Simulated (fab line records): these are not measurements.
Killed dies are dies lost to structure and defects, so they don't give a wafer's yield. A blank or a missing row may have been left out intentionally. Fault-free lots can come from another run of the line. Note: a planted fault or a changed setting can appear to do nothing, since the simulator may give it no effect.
Chamber matching    flow nandHarc    NHARC_A_SGD_CUT_ETCHBACK_24 on rieDiel-04: 4 sister chambers
The step etches the open film in CH3F/O2, target depth 50 nm, time 92.857 s. 8 wafers are shown with their chamber, then 11 later ones without.

WAFERS WITH THEIR CHAMBER
wafer   chamber  drypumpMotorCurrentA (A)  rfVppV (V)
L078.3  2        5.7                       243.0
L081.4  0        5.3                       241.7
L081.5  0        5.2                       242.8
L083.6  3        5.2                       247.5
L085.1  2        5.7                       242.9
L085.2  3        5.2                       247.5
L085.4  1        6.6                       243.9
L087.1  1        6.6                       244.1

WAFERS MISSING THEIR CHAMBER
wafer   drypumpMotorCurrentA (A)  rfVppV (V)
L087.2  5.7                       242.3
L087.4  5.2                       246.8
L093.1  6.6                       242.2
L093.2  5.3                       242.5
L093.3  5.7                       242.1
L093.4  5.2                       246.1
L093.5  6.6                       242.5
L093.6  5.7                       242.7
L097.1  5.3                       241.8
L097.2  5.2                       246.4
L097.4  5.7                       242.1

WHICH CHAMBER EACH WENT THROUGH
wafer   from the rows above  in truth
L087.2  2                    2
L087.4  3                    3
L093.1  1                    1
L093.2  0                    0
L093.3  2                    2
L093.4  3                    3
L093.5  1                    1
L093.6  2                    2
L097.1  0                    0
L097.2  3                    3
L097.4  2                    2
Placed correctly: 11 of 11. Left unplaced by these rows: 0. 0 placed wrongly.
How it was worked out, from the rows above alone: a wafer's distance from a chamber is the root of the sum, over the readings, of the square of ((its reading less the chamber's mean) divided by the reading's scatter). The wafer belongs to the nearest chamber; if the next one is less than 2 further off, it can't be placed. For every chamber, the mean is computed from those of its wafers that are shown. The scatter is the square root of a quotient: the sum, over the shown wafers, of each reading's squared deviation from its chamber's mean, divided by wafers minus chambers.
